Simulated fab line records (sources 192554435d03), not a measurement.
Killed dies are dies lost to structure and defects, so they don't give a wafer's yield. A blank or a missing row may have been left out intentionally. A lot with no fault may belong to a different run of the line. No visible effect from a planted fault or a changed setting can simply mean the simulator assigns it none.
The tool behind it: which one? + flow n5_finfet + 23 wafers from 8 lots sampled at 2 of the route's 1938 steps

== WHAT THE GAUGES READ, wafer by wafer ==
N5_BEOL_M4_RC_MEAS_101. Usual: DIBL_N 35.9 mV/V, standard deviation 1.6; DIBL_P 35.6 mV/V, standard deviation 2.1; IOFF_N 0.149 nA/um, standard deviation 0.029; IOFF_P 0.20 nA/um, standard deviation 0.033; ION_N 671 uA/um, standard deviation 11; ION_P 460 uA/um, standard deviation 7.3; SS_N 71.4 mV/dec, standard deviation 0.62; SS_P 73.2 mV/dec, standard deviation 0.65; VT_N 251 mV, standard deviation 3.1; VT_P -251 mV, standard deviation 3.4.
| lot  | measured     | on        | DIBL_N (mV/V)  | DIBL_P (mV/V)  | IOFF_N (nA/um)    | IOFF_P (nA/um) | ION_N (uA/um) | ION_P (uA/um) | SS_N (mV/dec)  | SS_P (mV/dec)  | VT_N (mV)   | VT_P (mV)      | flag |
|------|--------------|-----------|----------------|----------------|-------------------|----------------|---------------|---------------|----------------|----------------|-------------|----------------|------|
| L274 | day 7 21:37  | prober-02 | 35.4 34.5 34.0 | 33.8 34.4 34.4 | 0.133 0.124 0.116 | 0.15 0.15 0.16 | 662 656 655   | 445 451 453   | 70.8 70.5 69.8 | 72.5 72.7 72.6 | 251 254 254 | -258 -256 -257 |      |
| L276 | day 8 12:00  | prober-01 | 34.8 35.9 33.8 | 36.8 38.6 35.6 | 0.153 0.169 0.124 | 0.19 0.20 0.17 | 687 676 654   | 462 455 454   | 71.7 72.1 71.4 | 73.5 73.4 72.9 | 252 252 260 | -255 -253 -256 |      |
| L277 | day 8 14:39  | prober-02 | 35.5 34.7      | 36.8 35.0      | 0.138 0.136       | 0.18 0.16      | 668 668       | 454 452       | 71.2 71.5      | 73.5 72.3      | 251 253     | -256 -256      |      |
| L278 | day 9 00:58  | prober-02 | 34.9 32.3 33.7 | 35.5 33.0 34.1 | 0.133 0.114 0.122 | 0.19 0.16 0.18 | 665 669 667   | 451 456 464   | 71.9 70.5 70.7 | 72.9 73.0 72.4 | 252 254 252 | -251 -253 -254 |      |
| L289 | day 11 17:20 | prober-01 | 37.1 37.1 37.4 | 35.7 36.3 37.6 | 0.152 0.158 0.155 | 0.18 0.19 0.20 | 673 670 677   | 462 464 460   | 71.7 72.0 72.0 | 73.0 73.3 73.9 | 252 250 251 | -253 -253 -250 |      |
| L293 | day 12 17:01 | prober-02 | 35.2 34.2 35.3 | 34.6 32.9 34.5 | 0.132 0.123 0.137 | 0.20 0.18 0.19 | 664 653 656   | 459 455 454   | 71.1 71.3 71.7 | 73.1 72.2 72.8 | 252 254 253 | -249 -251 -250 |      |
| L294 | day 12 19:22 | prober-01 | 35.7 33.7 36.3 | 34.9 32.6 35.9 | 0.132 0.110 0.150 | 0.20 0.17 0.21 | 672 651 664   | 465 454 453   | 72.0 70.9 71.7 | 73.4 72.2 73.2 | 254 254 252 | -250 -249 -248 |      |
| L295 | day 13 00:59 | prober-02 | 36.6 35.3 35.5 | 35.6 35.2 34.1 | 0.183 0.175 0.161 | 0.23 0.23 0.20 | 677 686 670   | 466 469 457   | 72.1 71.3 72.1 | 73.3 73.8 73.5 | 245 245 248 | -249 -248 -251 |      |

N5_BEOL_M7_OVL_MEAS_12. Usual: M7_OVL -0.5 nm, standard deviation 0.61.
| lot  | measured     | on         | M7_OVL (nm)    | flag |
|------|--------------|------------|----------------|------|
| L274 | day 8 18:31  | overlay-01 | -0.6 -0.7 -0.5 |      |
| L276 | day 9 09:35  | overlay-01 | -0.8 -0.6 -0.5 |      |
| L277 | day 9 13:27  | overlay-01 | -0.7 0.6       |      |
| L278 | day 9 21:31  | overlay-01 | 0.0 -0.9 0.0   |      |
| L289 | day 12 19:11 | overlay-01 | -0.2 -1.8 -1.5 |      |
| L293 | day 13 16:40 | overlay-02 | -1.1 -1.0 -0.4 |      |
| L294 | day 13 20:08 | overlay-01 | -1.3 -0.1 -0.4 |      |
| L295 | day 13 23:37 | overlay-01 | 0.0 0.1 0.0    |      |

== EACH LOT AND THE TOOL THAT RAN IT (in order: tool; ch and the chambers of the sampled wafers; start) ==
No process step before these readings appears in the record.

== AS READ BY THE TOOLS THEMSELVES (means over the sampled wafers that have a number; for cases with no such wafer, the mark the record gives instead) ==
The record holds no such reading with a usual standard deviation.

== THE ANSWER, worked out from the rows above alone ==
Rule: a lot is off if the mean of its wafers that have a number lies more than 3 standard deviations from the usual mean. A lot without any number at a reading at which 4 lots or more have one is off too. Where the step has rows for the other lots, those lots are counted as sound. The gauges are gone through in route order, then the tools' own readings, and for those a lot's mean is taken as printed above. At the first step where some lot is off, the reading lying furthest off is the one used; lots without a number count as furthest.
No lot is off at any reading shown: from this, nothing can be told.

== WHAT THE SIMULATOR HAD INSERTED ==
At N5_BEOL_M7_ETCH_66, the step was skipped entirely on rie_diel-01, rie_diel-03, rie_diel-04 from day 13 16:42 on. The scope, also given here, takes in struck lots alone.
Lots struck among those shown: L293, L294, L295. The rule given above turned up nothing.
